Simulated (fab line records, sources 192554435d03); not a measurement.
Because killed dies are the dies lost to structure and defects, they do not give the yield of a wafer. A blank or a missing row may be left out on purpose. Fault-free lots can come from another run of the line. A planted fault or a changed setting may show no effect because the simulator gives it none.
fab line records	flow n5Finfet
[record] lots = 5	wafers = 15	lastDay = 17
route steps=1938 shown BEOL_M2@892 BEOL_M3@931 PASSIVATION@1936
lots that met no fault: from a run of the same line without faults
startH: hours from the record's opening day to when the first of the lot's shown wafers began	waitH: hours from the lot's prior step to this one	" same as the row above	L1.1+2: several wafers, shown together as one row	- no value, or no start was given	* or withheld: withheld	< > ~ a bound
route shown NAME@n: NAME is a module with steps in the file, n the number in the route of the first one	usual: mean and standard deviation over wafers with no fault	same: alike in all rows	chamber/n: place in a boat	sites: each site's reading	_std_site: their standard deviation	_edge_site: mean of outer sites minus mean of inner sites	radiusMm: how far each site lies from the wafer's centre	mask NAME#n: copy n	behind: tool/chamber where the wafer was last shaped	hold: why the lot was held/for how many hours/how that ended	device: the transistor (n, p or np) that didn't switch	end of line: the same wafers' tests at the end of the route	a step given without rows: its recipe and nothing more	killed: at the first sort, the dies lost to defects and structure; wafer yield is something else	map: shows each die of a wafer: x if killed, . if not, _ if none is there
set.NAME: the setting the step ran with; set.NAME@STEP: the setting that earlier step ran with	model.NAME: the simulator's own value behind a step, which no gauge read
certain route steps with their lots: each step a table, each wafer a row
services: from which hour (startH, from the record's first day; less than 0 if before it) a tool's chamber was out of use, for how many hours, and why
[[steps]]
[step N5_BEOL_M2_STRIP_97]
[recipe] chemistry = N2/H2	timeS = 10	powerW = 450	tempC = 40	pressureMtorr = 20	rfFrequencyHz = 6e+07	biasPowerW = 7	n2FlowSccm = 200	h2FlowSccm = 200
[step N5_BEOL_M2_OCD_MEAS_38]
[usual] trenchDepthNm = 55.2/0.99
lot.wafer	tool	chamber	startH	waitH	trenchDepthNm
L828.1	ocd-02	-	171.95	-	55.9
L828.5	"	-	"	"	56.9
L828.6	"	-	"	"	56.2
L829.2	ocd-02	-	175.84	-	53.4
L829.4	"	-	"	"	55.0
L829.5	"	-	"	"	55.5
L834.4	ocd-01	-	215.83	-	54.2
L834.5	"	-	"	"	54.6
L834.6	"	-	"	"	54.4
L836.1	ocd-01	-	234.90	-	56.0
L836.2	"	-	"	"	54.7
L836.4	"	-	"	"	54.2
L839.1	ocd-01	-	251.65	-	57.6
L839.2	"	-	"	"	57.4
L839.4	"	-	"	"	55.3
[step N5_BEOL_M2_HM_STRIP_39]
[recipe] chemistry = peroxideTinStrip	material = TiN	targetDepthA = 250	tempC = 50	timeS = 158
[step N5_BEOL_M2_SRD_40]
[recipe] timeS = 30	tempC = 23	rinseLiquid = diw	dry = ipaMarangoni
[step N5_BEOL_M2_PRECLEAN_42]
[recipe] chemistry = residueRemover	timeS = 60	tempC = 40
[step N5_BEOL_M2_SRD_43]
[recipe] timeS = 30	tempC = 23	rinseLiquid = diw	dry = ipaMarangoni
[step N5_BEOL_M2_CD_MEAS_35]
[recipe] targetCdNm = 18	targetCdYNm = 22.2	polarity = opening
[usual] cdNm = 18.0/0.3
lot.wafer	tool	chamber	startH	waitH	cdNm
L828.1	cdSem-03	-	172.10	0.0	17.9
L828.5	"	-	"	"	17.9
L828.6	"	-	"	"	17.9
L829.2	cdSem-01	-	175.99	0.0	18.1
L829.4	"	-	"	"	18.1
L829.5	"	-	"	"	17.3
L834.4	cdSem-02	-	215.98	0.0	18.1
L834.5	"	-	"	"	18.3
L834.6	"	-	"	"	17.9
L836.1	cdSem-02	-	235.05	0.0	18.2
L836.2	"	-	"	"	17.7
L836.4	"	-	"	"	17.7
L839.1	cdSem-02	-	251.81	0.0	18.2
L839.2	"	-	"	"	18.2
L839.4	"	-	"	"	17.4
[step N5_BEOL_M2_DEGAS_44]
[recipe] ambient = vacuum	tempC = 250	timeS = 60
[usual] heaterPowerW = 337/20
lot.wafer	tool	chamber	startH	waitH	heaterPowerW
L828.1	pvdSputter-02	-	172.16	0.1	368
L828.5	"	-	"	"	342
L828.6	"	-	"	"	325
L829.2	pvdSputter-01	-	176.68	0.7	320
L829.4	"	-	"	"	326
L829.5	"	-	"	"	341
L834.4	pvdSputter-02	-	216.40	0.4	378
L834.5	"	-	"	"	306
L834.6	"	-	"	"	349
L836.1	pvdSputter-02	-	235.30	0.2	296
L836.2	"	-	"	"	342
L836.4	"	-	"	"	377
L839.1	pvdSputter-03	-	252.26	0.5	363
L839.2	"	-	"	"	316
L839.4	"	-	"	"	356
[step N5_BEOL_M2_PRE_CLEAN_45]
[recipe] gas = H2/He	timeS = 30	tempC = 250
[usual] heaterPowerW = 338/20
lot.wafer	tool	chamber	startH	waitH	heaterPowerW
L828.1	pvdSputter-02	-	172.20	0.0	380
L828.5	"	-	"	"	340
L828.6	"	-	"	"	337
L829.2	pvdSputter-01	-	176.72	0.0	318
L829.4	"	-	"	"	330
L829.5	"	-	"	"	331
L834.4	pvdSputter-02	-	216.44	0.0	374
L834.5	"	-	"	"	309
L834.6	"	-	"	"	339
L836.1	pvdSputter-02	-	235.34	0.0	312
L836.2	"	-	"	"	338
L836.4	"	-	"	"	382
L839.1	pvdSputter-03	-	252.30	0.0	369
L839.2	"	-	"	"	321
L839.4	"	-	"	"	364
[step N5_BEOL_M2_ALD_84]
[recipe] material = TaN	targetThkA = *	tempC = 275	aldPrecursorFamily = PDMAT	aldCoReactant = NH3	pressureTorr = 3	carrierFlowSccm = 1500	pulseTimeS = 2	purgeTimeS = 3	coReactantPurgeTimeS = 2	coReactantPulseTimeS = 3	aldCycles = 30	precursorVesselTempC = 75	precursorVesselPressureTorr = 26.25	precursorVesselCarrierSccm = 1000
[step N5_BEOL_M2_SURFACE_TREAT_85]
[recipe] gas = Ar	timeS = *	ionEnergyEv = *	ionCurrentMaCm2 = 0.5	pressureMtorr = *	arFlowSccm = 30
[step N5_BEOL_M2_CVD_47]
[recipe] material = Co	targetThkA = 30	tempC = withheld	precursor = CCTBA/H2	pressureTorr = 30	timeS = 223.8
[step N5_BEOL_M2_SPUTTER_48]
[recipe] material = Cu	targetThkA = 45	tempC = -20	chamberPressurePa = 0.07	powerW = withheld	timeS = 8.29
[usual] throttleValvePct = 29.9/1.1
lot.wafer	tool	chamber	startH	waitH	throttleValvePct
L828.1	pvdSputter-03	-	172.96	0.1	30.2
L828.5	"	-	"	"	28.1
L828.6	"	-	"	"	30.4
L829.2	pvdSputter-03	-	177.58	0.3	30.3
L829.4	"	-	"	"	30.3
L829.5	"	-	"	"	28.4
L834.4	pvdSputter-02	-	217.18	0.1	29.5
L834.5	"	-	"	"	28.3
L834.6	"	-	"	"	30.5
L836.1	pvdSputter-02	-	236.12	0.1	30.3
L836.2	"	-	"	"	28.7
L836.4	"	-	"	"	29.7
L839.1	pvdSputter-02	-	253.06	0.3	29.6
L839.2	"	-	"	"	28.4
L839.4	"	-	"	"	28.9
[step N5_BEOL_M2_ANNEAL_49]
[recipe] tempC = 400	timeS = 240	ambient = vacuum
[step N5_BEOL_M2_SPUTTER_79]
[recipe] material = Cu	targetThkA = 45	tempC = -20	chamberPressurePa = 0.07	powerW = withheld	timeS = 8.29
[step N5_BEOL_M2_ANNEAL_80]
[recipe] tempC = 400	timeS = 240	ambient = vacuum
[step N5_BEOL_M2_SPUTTER_81]
[recipe] material = Cu	targetThkA = 45	tempC = -20	chamberPressurePa = 0.07	powerW = withheld	timeS = 8.29
[step N5_BEOL_M2_ANNEAL_82]
[recipe] tempC = 400	timeS = 240	ambient = vacuum
[step N5_BEOL_M2_SPUTTER_86]
[recipe] material = Cu	targetThkA = 45	tempC = -20	chamberPressurePa = 0.07	powerW = withheld	timeS = 8.29
[step N5_BEOL_M2_ANNEAL_87]
[recipe] tempC = 400	timeS = 240	ambient = vacuum
[usual] heaterPowerW = 846/58
lot.wafer	tool	chamber	startH	waitH	heaterPowerW
L828.1	pvdSputter-03	-	173.70	0.0	800
L828.5	"	-	"	"	941
L828.6	"	-	"	"	791
L829.2	pvdSputter-03	-	178.32	0.0	767
L829.4	"	-	"	"	792
L829.5	"	-	"	"	928
L834.4	pvdSputter-02	-	217.92	0.0	770
L834.5	"	-	"	"	825
L834.6	"	-	"	"	939
L836.1	pvdSputter-02	-	236.86	0.0	948
L836.2	"	-	"	"	834
L836.4	"	-	"	"	763
L839.1	pvdSputter-02	-	253.80	0.0	746
L839.2	"	-	"	"	833
L839.4	"	-	"	"	837
[step N5_BEOL_M2_SPUTTER_88]
[recipe] material = Cu	targetThkA = 45	tempC = -20	chamberPressurePa = 0.07	powerW = withheld	timeS = 8.29
[step N5_BEOL_M2_ANNEAL_89]
[recipe] tempC = 400	timeS = 240	ambient = vacuum
[step N5_BEOL_M2_SPUTTER_90]
[recipe] material = Cu	targetThkA = 45	tempC = -20	chamberPressurePa = 0.07	powerW = withheld	timeS = 8.29
[step N5_BEOL_M2_ANNEAL_91]
[recipe] tempC = 400	timeS = 240	ambient = vacuum
[step N5_BEOL_M2_SPUTTER_92]
[recipe] material = Cu	targetThkA = 45	tempC = -20	chamberPressurePa = 0.07	powerW = withheld	timeS = 8.29
[step N5_BEOL_M2_ANNEAL_93]
[recipe] tempC = 400	timeS = 240	ambient = vacuum
[step N5_BEOL_M2_SPUTTER_94]
[recipe] material = Cu	targetThkA = 45	tempC = -20	chamberPressurePa = 0.07	powerW = withheld	timeS = 8.29
[step N5_BEOL_M2_ANNEAL_95]
[recipe] tempC = 400	timeS = 240	ambient = vacuum
[step N5_BEOL_M2_SPUTTER_96]
[recipe] material = Cu	targetThkA = 45	tempC = -20	chamberPressurePa = 0.07	powerW = withheld	timeS = 8.29
[step N5_BEOL_M2_ECD_50]
[recipe] material = Cu	targetThkA = 3000
[step N5_BEOL_M2_ANNEAL_51]
[recipe] tempC = 225	timeS = 90	ambient = N2
[step N5_BEOL_M2_CMP_52]
[recipe] stopOn = SiOC	tOverpolishS = 6.8	downForcePsi = 1	platenRpm = 50	clearingPlatenDownForcePsi = 1.5	clearingPlatenRpm = 50	postCmpClean = cuAlkaline	targetThkNm = 40	clearingPlatenPadVelocityMS = 0.99484	padVelocityMS = 0.99484
[step N5_BEOL_M2_PRE_CLEAN_60]
[recipe] gas = NH3/H2	timeS = 15	tempC = *	rfPowerW = 300
[step N5_BEOL_M2_CO_CAP_55]
[recipe] material = Co	targetThkA = 20	tempC = 200	precursor = CCTBA/H2	pressureTorr = 30	timeS = 102.1
[step N5_BEOL_M2_PRE_CLEAN_56]
[recipe] gas = NH3	timeS = 15	tempC = withheld	rfPowerW = 300
[step N5_BEOL_M2_DEP_57]
[recipe] material = SiCN	targetThkA = 80	tempC = withheld	precursor = 3MS/NH3	pressureTorr = 3	rfW = 202	timeS = 14
[usual] rfFwdPowerW = 199.4/1	showerheadPlenumPTorr = 3.666/0.017	throttleValvePct = 9.1/0.84
lot.wafer	tool	chamber	startH	waitH	rfFwdPowerW	showerheadPlenumPTorr	sinceWetCleanH	throttleValvePct
L828.1	pecvd-04	2	175.72	0.0	199.2	3.678	307	8.6
L828.5	"	2	"	"	199.1	3.683	-	8.3
L828.6	"	0	"	"	200.2	3.669	-	8.5
L829.2	pecvd-02	2	180.34	0.0	199.3	3.644	2153	10.0
L829.4	"	2	"	"	200.3	3.646	-	9.9
L829.5	"	0	"	"	199.5	3.650	-	8.5
L834.4	pecvd-02	1	220.10	0.0	199.0	3.677	-	9.4
L834.5	"	0	"	"	199.5	3.631	-	8.5
L834.6	"	1	"	"	196.7	3.674	-	9.2
L836.1	pecvd-03	2	239.06	0.0	199.4	3.676	551	8.0
L836.2	"	0	"	"	201.3	3.656	1305	11.0
L836.4	"	2	"	"	199.4	3.684	-	7.8
L839.1	pecvd-04	1	255.80	0.0	198.8	3.661	1866	9.7
L839.2	"	2	"	"	199.1	3.684	387	8.5
L839.4	"	2	"	"	199.0	3.685	-	8.8
[step N5_BEOL_M2_RS_MEAS_58]
[recipe] thkMeasGauge = four-point-probe	reads = Co_of_BEOL_M2_CO_CAP_55+Cu_of_BEOL_M2_ECD_50+Co_of_BEOL_M2_CVD_47+TaN_of_BEOL_M2_ALD_84
[usual] M2_RS = 0.682/0.03
lot.wafer	tool	chamber	startH	waitH	M2_RS[ohm/sq]
L828.1	filmMetro-02	-	175.79	0.0	0.668
L828.5	"	-	"	"	0.638
L828.6	"	-	"	"	0.671
L829.2	filmMetro-01	-	180.40	0.1	0.705
L829.4	"	-	"	"	0.651
L829.5	"	-	"	"	0.675
L834.4	filmMetro-02	-	220.17	0.1	0.760
L834.5	"	-	"	"	0.750
L834.6	"	-	"	"	0.733
L836.1	filmMetro-01	-	239.12	0.0	0.657
L836.2	"	-	"	"	0.719
L836.4	"	-	"	"	0.702
L839.1	filmMetro-02	-	255.87	0.0	0.647
L839.2	"	-	"	"	0.645
L839.4	"	-	"	"	0.686
[step N5_BEOL_M3_ILD_DEP_00]
[recipe] material = SiOC	targetThkA = 790	tempC = 350	precursor = DEMS/O2	pressureTorr = 5	rfW = 500	timeS = 15.3
[step N5_BEOL_M3_THK_MEAS_01]
[recipe] reads = SiOC_of_BEOL_M3_ILD_DEP_00
[usual] M3_ILD_THK = 79.4/0.95
lot.wafer	tool	chamber	startH	waitH	M3_ILD_THK[nm]
L828.1	filmMetro-01	-	175.94	0.1	79.6
L828.5	"	-	"	"	80.2
L828.6	"	-	"	"	81.2
L829.2	filmMetro-01	-	180.55	0.1	78.4
L829.4	"	-	"	"	79.7
L829.5	"	-	"	"	79.5
L834.4	filmMetro-02	-	220.32	0.1	80.1
L834.5	"	-	"	"	80.4
L834.6	"	-	"	"	79.5
L836.1	filmMetro-01	-	239.25	0.0	78.0
L836.2	"	-	"	"	78.2
L836.4	"	-	"	"	78.7
L839.1	filmMetro-02	-	256.00	0.0	77.9
L839.2	"	-	"	"	79.6
L839.4	"	-	"	"	79.8
[step N5_BEOL_M3_PECVD_72]
[recipe] material = SiO2	targetThkA = 160	tempC = 400	precursor = TEOS/O2	pressureTorr = 5.5	rfW = 450	teosFlowSccm = 53.8	gas = O2	flowSccm = 3000	timeS = 18
[usual] heaterPowerW = 814/130	rfFwdPowerW = 444.6/2.1	showerheadPlenumPTorr = 8.81/0.088	throttleValvePct = 22.6/2.1
lot.wafer	tool	chamber	startH	waitH	heaterPowerW	rfFwdPowerW	showerheadPlenumPTorr	sinceWetCleanH	throttleValvePct
L828.1	pecvd-02	1	175.97	0.0	622	442.8	8.81	1424	22.8
L828.5	"	1	"	"	634	441.4	8.83	-	22.9
L828.6	"	0	"	"	743	443.4	8.70	-	21.0
L829.2	pecvd-02	2	180.59	0.0	883	443.7	8.69	2153	24.2
L829.4	"	0	"	"	882	443.5	8.68	-	20.7
L829.5	"	1	"	"	593	438.6	8.81	-	22.6
L834.4	pecvd-03	1	220.37	0.1	846	445.9	8.92	-	23.4
L834.5	"	2	"	"	873	445.2	8.88	-	20.2
L834.6	"	0	"	"	720	446.8	8.72	-	27.5
L836.1	pecvd-03	1	239.29	0.0	707	446.7	8.91	2031	23.5
L836.2	"	2	"	"	810	442.9	8.90	552	20.1
L836.4	"	2	"	"	819	444.0	8.87	-	20.3
L839.1	pecvd-03	0	256.04	0.0	766	447.6	8.74	1322	27.2
L839.2	"	1	"	"	786	447.7	8.91	2047	23.7
L839.4	"	2	"	"	905	444.7	8.90	-	20.2
[step N5_PASSIVATION_PROBE_49]
[usual] defectLimitedYield = 91.2/1.4	killed_at_M0_to_M3 = 34/9.4	killed_at_M4_up = 14/5.6	killedAtContacts = 13/7.8	killedAtFrontEnd = 37/10	killedAtOther = 4/3.3	killedDies = 103/17	killedOnRim = 14/3.5	killedOpen = 68/13	killedShort = 33/8.2	sort_bin_4_leakage = 0.00/0.0071	sort_bin_5_function = 5.1/0.92	sort_bin_6_memory = 3.3/0.71	sortNPass = 1077/17	sortYieldPct = 91.2/1.4
[same] grossDies = 1180	killedAtBackSide = 0	sort_bin_8_speed[%] = 0
lot.wafer	tool	chamber	startH	waitH	defectLimitedYield[%]	killed_at_M0_to_M3	killed_at_M4_up	killedAtContacts	killedAtFrontEnd	killedAtOther	killedDies	killedOnRim	killedOpen	killedShort	sort_bin_4_leakage[%]	sort_bin_5_function[%]	sort_bin_6_memory[%]	sortNPass	sortYieldPct[%]
L828.1	prober-02	-	309.04	0.0	87.3	29	23	24	70	4	150	22	97	53	0	6.7	5.3	1030	87.3
L828.5	prober-02	-	309.24	0.2	90.8	34	25	10	38	2	109	12	69	40	0	5.0	3.6	1071	90.8
L828.6	prober-02	-	309.29	0.3	90.8	28	19	11	44	6	108	16	65	43	0	4.7	3.9	1072	90.8
L829.2	prober-01	-	334.04	0.1	87.9	72	12	22	34	3	143	28	61	26	0	7.0	3.6	1037	87.9
L829.4	prober-01	-	334.14	0.2	87.8	72	23	16	32	1	144	23	68	21	0	6.9	4.0	1036	87.8
L829.5	prober-01	-	334.19	0.2	90.1	41	25	20	30	1	117	17	87	26	0	6.1	3.6	1063	90.1
L836.1	prober-01	-	377.92	0.0	91.4	43	22	8	27	1	101	20	71	29	0	5.5	2.6	1079	91.4
L836.2	prober-01	-	377.97	0.1	89.6	48	21	6	47	1	123	13	91	32	0	6.1	3.8	1057	89.6
L836.4	prober-01	-	378.07	0.2	90.5	54	11	7	38	2	112	18	63	41	0	4.5	3.6	1068	90.5
L839.1	prober-02	-	418.67	0.0	92.4	19	13	16	36	6	90	11	62	26	0	5.3	2.0	1090	92.4
L839.2	prober-02	-	418.72	0.1	91.6	38	12	4	36	9	99	12	68	27	0	4.7	3.3	1081	91.6
L839.4	prober-02	-	418.82	0.2	91.3	36	7	9	39	12	103	12	63	39	0	4.4	3.9	1077	91.3
// killed by level:class
L828.1 STI_FIN_REVEAL:geometricParticle:open=21 FIN_SAQP:geometricParticle:short=18 MOL_CONTACT_COAG:geometricParticle:open=18 FIN_SAQP:geometricParticle:open=12 BEOL_M4:geometricParticle:open=11 BEOL_M4:geometricParticle:short=8 BEOL_M0_SAQP:geometricParticle:open=7 MOL_CONTACT_COAG:geometricParticle:short=6
L828.5 BEOL_M4:geometricParticle:open=12 MOL_CONTACT_COAG:geometricParticle:open=9 BEOL_M0_SAQP:geometricParticle:short=9 FIN_SAQP:geometricParticle:short=8 STI_FIN_REVEAL:geometricParticle:open=8 BEOL_M2:geometricParticle:open=7 BEOL_M0_SAQP:geometricParticle:open=6 STARTING-WAFER:geometricParticle:short=6
L828.6 BEOL_M0_SAQP:geometricParticle:short=12 BEOL_M4:geometricParticle:open=12 STI_FIN_REVEAL:geometricParticle:open=11 FIN_SAQP:geometricParticle:open=9 MOL_CONTACT_COAG:geometricParticle:open=8 FIN_SAQP:geometricParticle:short=6 BEOL_M1:geometricParticle:open=5 STARTING-WAFER:geometricParticle:open=5
L829.2 BEOL_M2:unspecified=50 MOL_CONTACT_COAG:geometricParticle:open=16 GATE_CUT:geometricParticle:short=10 FIN_SAQP:geometricParticle:open=8 MOL_CONTACT_COAG:geometricParticle:short=6 BEOL_M2:geometricParticle:open=6 BEOL_M3:geometricParticle:open=6 BEOL_M0_SAQP:geometricParticle:open=4
L829.4 BEOL_M2:unspecified=53 MOL_CONTACT_COAG:geometricParticle:open=13 BEOL_M4:geometricParticle:open=9 FIN_SAQP:geometricParticle:open=8 BEOL_M2:geometricParticle:open=6 STARTING-WAFER:geometricParticle:open=5 DUMMY_GATE:geometricParticle:open=4 BEOL_M0_SAQP:geometricParticle:open=4
L829.5 MOL_CONTACT_COAG:geometricParticle:open=15 FIN_SAQP:geometricParticle:open=12 BEOL_M3:geometricParticle:open=8 BEOL_M0_SAQP:geometricParticle:open=8 BEOL_M2:geometricParticle:open=8 BEOL_M4:geometricParticle:open=8 BEOL_M1:geometricParticle:open=6 BEOL_M5:geometricParticle:open=6
L836.1 BEOL_M0_SAQP:geometricParticle:open=18 BEOL_M0_SAQP:geometricParticle:short=12 STI_FIN_REVEAL:geometricParticle:open=11 MOL_CONTACT_COAG:geometricParticle:open=8 BEOL_M5:geometricParticle:open=7 BEOL_M2:geometricParticle:open=6 GATE_CUT:geometricParticle:short=5 BEOL_M1:geometricParticle:open=5
L836.2 STI_FIN_REVEAL:geometricParticle:open=16 BEOL_M0_SAQP:geometricParticle:open=15 BEOL_M0_SAQP:geometricParticle:short=11 FIN_SAQP:geometricParticle:open=9 BEOL_M5:geometricParticle:open=9 BEOL_M1:geometricParticle:open=8 BEOL_M2:geometricParticle:open=7 MOL_CONTACT_COAG:geometricParticle:open=6
L836.4 BEOL_M0_SAQP:geometricParticle:short=18 BEOL_M0_SAQP:geometricParticle:open=11 FIN_SAQP:geometricParticle:open=9 BEOL_M2:geometricParticle:open=8 FIN_SAQP:geometricParticle:short=7 BEOL_M1:geometricParticle:open=7 HKMG_FIN:areaEtch=7 BEOL_M0:geometricParticle:short=6
L839.1 MOL_CONTACT_COAG:geometricParticle:open=15 FIN_SAQP:geometricParticle:open=10 STI_FIN_REVEAL:geometricParticle:open=7 BEOL_M0_SAQP:geometricParticle:short=7 GATE_CUT:geometricParticle:short=4 BEOL_M4:geometricParticle:open=4 BEOL_M6:geometricParticle:open=4 SPACER0:geometricParticle:open=3
L839.2 BEOL_M3:geometricParticle:open=14 FIN_SAQP:geometricParticle:open=8 STI_FIN_REVEAL:geometricParticle:open=8 BEOL_M1:geometricParticle:open=5 BEOL_M2:geometricParticle:open=5 MOL_CONTACT_COAG:geometricParticle:open=4 BEOL_M0:geometricParticle:open=4 BEOL_M3:geometricParticle:short=4
L839.4 FIN_SAQP:geometricParticle:open=13 MOL_CONTACT_COAG:geometricParticle:open=8 BEOL_M0_SAQP:geometricParticle:short=7 FIN_SAQP:geometricParticle:short=5 BEOL_M0_SAQP:geometricParticle:open=5 BEOL_M0:geometricParticle:short=5 BEOL_M2:geometricParticle:open=5 STI_FIN_REVEAL:geometricParticle:open=4
// map L829.4 (x killed, . not)
_________________......x.....________________
______________...........x......_____________
___________..x.....x.........x.....__________
__________.x.x.....x................_________
________.............x.........x...x.._______
_______......x.x...........x...........______
______..x..............................._____
_____...............x...x..........x...x.____
____...x...xx...........x........x........___
___.........................x..............__
___...............x......x..x..x...........__
__...x......x.............x...x........x...._
__..............x........x....x...........x._
_....x.......x...........x...x........x......
_................x....................x......
_................x.x.................x.....x.
_......x......................x....x.x...x...
_...x..................x.....................
_................x...................x.......
_............................................
_...x.....................................x..
__................................x........._
__...........x...x......................x..._
___......xx....x.x.......................x.__
___......................x.........x.xx....__
____........x...........x..........x.x..x.___
_____..x..x.....................x........____
______..x...x...x.x................x...x_____
_______......xxxxxxx...x...x...........______
________.....xx.xxxx.................._______
__________x.xxxxxxxxxxx...x....x...._________
___________.xxxxxxxxxx.............__________
______________xxxxxxxxx....x...._____________
_________________xxxxxxx.x...________________
// map L828.1 (x killed, . not)
_________________x...........________________
______________...x........x..x.._____________
___________.......x...x....x.......__________
__________..........x.x....x.....x.x_________
________.................x.......x...._______
_______..............x...............x.______
______.............xx........xxx...x...._____
_____x........................x.......x..____
____........x.......x...x...x..........x.x___
___.x.....x.xxx................x........x..__
___..........xx..xxx...x.x..x..........x.x.__
__......................x..................._
__.....x..x.....................x.x.x......._
_.....x.................x..........x...x.....
_.xx..............x....x.x...x...............
_....................................x..x....
_x.xxx..x............x...........x.......xx..
_..x.....x.........x.x..x..x...............x.
_...................x..............x........x
_......x...xx............x.x.......x.........
_...x....................x....x.x.x.x........
__.x..................x..x....x...x.....x..x_
__x............x.x........x....x......x....._
___.x.......x..........x.....x.........x.x.__
___...x.....x.x...x........................__
____....x..........x......................___
_____xx.x.......................x..x...x.____
______........x..........x..x.x......x.._____
_______........x........x....x.........______
________..x.x.x...............x......._______
__________x....x....x..........x...._________
___________xx..............x.....x.__________
______________..............x..x_____________
_________________............________________
[[services]]
tool	chamber	startH	hours	kind
pvdSputter-02	-	183.42	2.3	repair
pecvd-04	0	185.76	4.8	repair
pecvd-02	0	192.78	19.7	repair
pecvd-02	2	212.45	-	clean
pecvd-02	2	212.45	-	consumableReplace:showerhead
pecvd-02	2	212.45	29.0	scheduledDown
pecvd-02	2	212.45	29.0	ventCycle
pecvd-04	-	224.36	1.5	repair
pecvd-03	0	225.67	2.2	repair
[[key]]
[firstSign] step = N5_PASSIVATION_PROBE_49	reading = killed_at_M0_to_M3	direction = up	sigmas = 4	usual = 34	struck = 72
[effect] step = N5_PASSIVATION_PROBE_49	reading = killedOnRim	direction = up	sigmas = 3.3	usual = 14	struck = 26
[moreKillsBornAt] N5_BEOL_M2_SPUTTER_48@pvdSputter-03 = 103
metAt N5_BEOL_M2_SPUTTER_48
struckWafers L829.2,L829.4
onsetBetween 172.96 177.58
[fault] kind = chamberParticleSource	tool = pvdSputter-03	chamber = -	onsetH = 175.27	steps = N5_BEOL_M2_SPUTTER_48	ratePerVisitCm2 = 0.39664	scope = struckWafersOnly
